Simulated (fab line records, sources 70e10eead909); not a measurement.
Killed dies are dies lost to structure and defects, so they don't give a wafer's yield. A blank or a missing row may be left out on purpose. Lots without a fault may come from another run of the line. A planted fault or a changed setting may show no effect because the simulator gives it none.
fab line records | flow nand_harc
record lots=13 wafers=37 last_day=24
route steps=1159 shown P_M1@310 P_M2@339 P_BONDPAD@351
lots that met no fault: from a run of the same line without faults
start_h: hours from the record's first day to the start of the lot's first wafer shown | wait_h: hours since the lot's step before | " the same as in the row above | L1.1+2: a row that stands for several wafers | - no value, or no start given | * or withheld: withheld | < > ~ a bound
route shown NAME@n: a module of which the file shows steps, and the number in the route of the first | usual: mean/standard deviation of fault-free wafers | same: alike in all rows | chamber/n: place in a boat | sites: the reading at each site | _std_site: their standard deviation | _edge_site: outer sites' mean less inner sites' | radius_mm: how far each site lies from the wafer's centre | mask NAME#n: copy n | behind: the tool/chamber that last shaped the wafer | hold: why the lot was held/for how many hours/how that ended | device: the transistor (n, p or np) that didn't switch | end of line: the same wafers' tests at the end of the route | a step without rows: its recipe alone | killed: dies lost to structure and defects at the first sort, not the wafer's yield | map: a wafer's dies, x killed, . not, _ none there
set.NAME: the setting as run; set.NAME@STEP: as run at that earlier step | model.NAME: the simulator's own value behind a step, which no gauge read
steps of the route over a sample of lots; a table a step, a row a wafer
services: from which hour (start_h, from the record's first day; less than 0 if before it) a tool's chamber was out of use, for how many hours, and why
## steps
# step NHARC_P_M1_ANNEAL_31
# recipe temp_c=225 time_s=90
# usual wafer_temp_C_max=225.98/0.25
# columns lot.wafer tool chamber start_h wait_h wafer_temp_C_max
L720.1 rtp_anneal-01 0 122.16 - 226.10
L720.3 " 0 " " 225.81
L720.4 " 0 " " 225.80
L719.1 rtp_anneal-02 0 127.70 0.3 225.71
L719.2 " 0 " " 225.96
L719.3 " 0 " " 225.79
L721.3 rtp_anneal-02 0 139.28 0.3 226.16
L721.5 " 0 " " 225.84
L721.6 " 0 " " 226.48
L724.2 rtp_anneal-01 0 145.81 - 225.74
L724.3 " 0 " " 226.12
L724.4 " 0 " " 226.17
L726.1 rtp_anneal-02 0 165.83 0.3 225.83
L726.2 " 0 " " 225.75
L726.4 " 0 " " 226.44
L727.2 rtp_anneal-01 0 170.62 - 226.31
L727.3 " 0 " " 225.59
L727.4 " 0 " " 225.97
L728.1 rtp_anneal-02 0 178.80 0.3 226.10
L728.2 " 0 " " 226.22
L728.4 " 0 " " 225.91
L729.2 rtp_anneal-02 0 184.34 - 225.88
L729.4 " 0 " " 226.32
L729.5 " 0 " " 226.25
L731.3 rtp_anneal-01 0 201.50 - 225.87
L731.4 " 0 " " 226.01
L731.6 " 0 " " 225.84
L734.2 rtp_anneal-02 0 210.23 0.4 225.73
L734.3 " 0 " " 225.85
L734.4 " 0 " " 225.61
L738.2 rtp_anneal-01 0 233.77 - 225.77
L738.3 " 0 " " 226.04
L740.1 rtp_anneal-01 0 248.57 0.3 225.74
L740.6 " 0 " " 225.94
L742.1 rtp_anneal-02 0 252.75 - 225.62
L742.3 " 0 " " 226.03
L742.4 " 0 " " 226.28
# step NHARC_P_M2_PRE_CLEAN_30
# recipe time_s=30 temp_c=280 gas=H2/He
# usual heater_power_w=393/25
# columns lot.wafer tool chamber start_h wait_h heater_power_w
L720.4 pvd_sputter-03 - - - 396
L720.1 " - " " 416
L720.3 " - " " 409
L719.3 pvd_sputter-01 - - - 438
L719.1 " - " " 357
L719.2 " - " " 396
L721.3 pvd_sputter-02 - - - 384
L721.6 " - " " 387
L721.5 " - " " 372
L724.4 pvd_sputter-03 - - - 407
L724.3 " - " " 419
L724.2 " - " " 416
L726.4 pvd_sputter-01 - - - 403
L726.2 " - " " 450
L726.1 " - " " 365
L727.3 pvd_sputter-01 - - - 364
L727.4 " - " " 406
L727.2 " - " " 446
L728.1 pvd_sputter-01 - - - 437
L728.4 " - " " 361
L728.2 " - " " 371
L729.2 pvd_sputter-02 - - - 377
L729.4 " - " " 391
L729.5 " - " " 382
L731.3 pvd_sputter-02 - - - 385
L731.4 " - " " 375
L731.6 " - " " 375
L734.4 pvd_sputter-02 - - - 399
L734.2 " - " " 361
L734.3 " - " " 376
L738.2 pvd_sputter-03 - - - 424
L738.3 " - " " 400
L740.1 pvd_sputter-03 - - - 419
L740.6 " - " " 419
L742.3 pvd_sputter-01 - - - 399
L742.1 " - " " 439
L742.4 " - " " 363
# step NHARC_P_M2_ECD_22
# recipe target_thk_a=4000 bath_temp_c=25 material=Cu
# columns lot.wafer tool chamber start_h wait_h
L720.1+4+3 ecd_cu-01 0,0,1 125.94 -
L719.1+2+3 ecd_cu-02 1,0,0 131.90 -
L721.3+5+6 ecd_cu-02 1,0,1 143.30 -
L724.2+4+3 ecd_cu-02 1,0,1 149.60 -
L726.1+2+4 ecd_cu-02 0,1,0 169.94 -
L727.2+4+3 ecd_cu-01 1,0,1 174.40 -
L728.2+1+4 ecd_cu-01 0,1,0 182.81 -
L729.2+4+5 ecd_cu-02 1,0,1 188.17 -
L731.4+3+6 ecd_cu-01 0,1,1 205.36 -
L734.2+4+3 ecd_cu-01 1,1,0 214.04 -
L738.2+3 ecd_cu-01 0,1 237.59 -
L740.1+6 ecd_cu-01 1,0 252.77 -
L742.1+4+3 ecd_cu-02 0,0,1 256.40 -
# step NHARC_P_M2_CMP_23
# recipe t_overpolish_s=20 target_thk_nm=144.3
# usual motor_current_A=12.9/0.92 time_to_endpoint_s=29.2/2
# same t_overpolish_s=20
# columns lot.wafer tool chamber start_h wait_h motor_current_A time_to_endpoint_s
L720.3 cmp-01 1 126.66 - 13.6 25.7
L720.4 " 2 " " 12.8 30.7
L720.1 " 0 " " 11.4 27.5
L719.1 cmp-04 1 132.75 - 13.8 30.2
L719.3 " 2 " " 13.0 31.2
L719.2 " 3 " " 13.3 27.7
L721.3 cmp-03 2 143.90 - 13.4 28.7
L721.5 " 1 " " 13.8 31.3
L721.6 " 2 " " 13.4 30.2
L724.3 cmp-04 3 150.27 - 13.4 27.9
L724.4 " 1 " " 13.1 29.8
L724.2 " 2 " " 13.4 28.2
L726.4 cmp-03 2 170.68 - 13.6 29.0
L726.2 " 0 " " 12.9 26.9
L726.1 " 1 " " 13.8 29.6
L727.3 cmp-03 2 175.08 - 13.3 27.9
L727.4 " 0 " " 13.3 22.5
L727.2 " 1 " " 13.5 27.8
L728.4 cmp-04 2 183.53 - 13.3 30.2
L728.1 " 0 " " 11.7 32.7
L728.2 " 1 " " 13.1 33.8
L729.4 cmp-01 2 188.84 - 12.8 30.0
L729.2 " 3 " " 12.5 27.5
L729.5 " 2 " " 13.3 28.5
L731.3 cmp-03 0 205.98 - 12.6 27.5
L731.4 " 3 " " 11.1 29.0
L731.6 " 0 " " 13.3 24.3
L734.3 cmp-01 0 214.79 - 12.0 26.5
L734.4 " 1 " " 14.6 27.3
L734.2 " 2 " " 11.6 30.0
L738.3 cmp-01 1 238.32 - 13.4 50.4
L738.2 " 0 " " 11.7 29.1
L740.1 cmp-04 0 253.58 - 11.5 31.6
L740.6 " 1 " " 12.8 52.5
L742.1 cmp-01 1 257.13 - 13.8 29.8
L742.3 " 2 " " 13.3 30.5
L742.4 " 0 " " 11.2 29.5
# step NHARC_P_BONDPAD_DEP_00
# recipe target_thk_a=2500 temp_c=370 target_thk_nm=250 pressure_torr=3 flow_sccm=200 rf_w=450 material=SiCN
# usual heater_power_w=558/79
# columns lot.wafer tool chamber start_h wait_h heater_power_w
L720.3 pecvd-01 1 127.75 - 619
L720.1 " 2 " " 472
L720.4 " 2 " " 476
L719.3 pecvd-03 1 133.81 - 637
L719.1 " 2 " " 475
L719.2 " 0 " " 591
L721.3 pecvd-01 0 144.96 - 536
L721.6 " 2 " " 427
L721.5 " 0 " " 568
L724.3 pecvd-01 1 - - 662
L724.2 " 2 " " 507
L724.4 " 0 " " 642
L726.2 pecvd-03 0 171.71 - 599
L726.1 " 2 " " 429
L726.4 " 2 " " 439
L727.3 pecvd-03 2 176.10 - 483
L727.2 " 1 " " 640
L727.4 " 2 " " 387
L728.2 pecvd-02 1 - - 593
L728.1 " 2 " " 587
L728.4 " 0 " " 552
L729.2 pecvd-02 2 189.93 - 515
L729.5 " 1 " " 640
L729.4 " 0 " " 528
L731.3 pecvd-02 1 207.21 - 641
L731.6 " 0 " " 458
L731.4 " 1 " " 661
L734.3 pecvd-03 1 215.82 - 629
L734.2 " 2 " " 410
L734.4 " 1 " " 628
L738.2 pecvd-03 1 - - 553
L738.3 " 2 " " 403
L740.1 pecvd-03 2 - - 454
L740.6 " 0 " " 564
L742.3 pecvd-03 2 258.16 - 475
L742.1 " 1 " " 537
L742.4 " 1 " " 546
## services
# columns tool chamber start_h hours kind
pvd_sputter-03 - 102.00 10.0 pm
cmp-04 - 103.42 1.3 repair
cmp-04 - 105.00 4.0 pm
pecvd-03 - 111.58 13.0 pm
cmp-01 - 146.71 1.7 repair
ecd_cu-02 - 151.46 1.6 repair
cmp-03 - 157.15 4.0 pm
pvd_sputter-01 - 158.05 10.0 pm
pvd_sputter-03 - 162.06 2.9 repair
cmp-01 - 176.94 2.2 repair
cmp-01 - 179.57 4.0 pm
ecd_cu-02 - 180.00 8.0 pm
cmp-04 - 185.44 2.5 repair
cmp-03 - 191.87 0.6 repair
cmp-04 - 195.22 0.2 repair
cmp-04 - 203.00 4.0 pm
pvd_sputter-02 - 214.00 10.0 pm
cmp-03 - 230.98 1.9 repair
cmp-03 - 238.33 4.0 repair
cmp-04 - 247.65 0.5 repair
cmp-01 - 251.62 0.8 repair
pvd_sputter-02 - 252.03 16.4 repair
cmp-03 - 255.15 4.0 pm
cmp-04 - 257.28 3.4 repair
## key
first_sign step=NHARC_P_M2_CMP_23 reading=time_to_endpoint_s direction=up sigmas=11 usual=* struck=*
effect none on later readings
met_at NHARC_P_M2_ECD_22
struck_lots L738,L740
struck_wafers L738.3,L740.6
not_acting_at NHARC_P_M1_ANNEAL_31,NHARC_P_M2_PRE_CLEAN_30,NHARC_P_BONDPAD_DEP_00
onset_between 214.04 237.59
fault kind=process_parameter_drift tool=ecd_cu-01 chamber=- onset_h=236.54 steps=NHARC_P_M2_ECD_22 channel=target_thk_a offset=* shape=step end_h=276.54 scope=struck_wafers_only acts_in=* stated=*
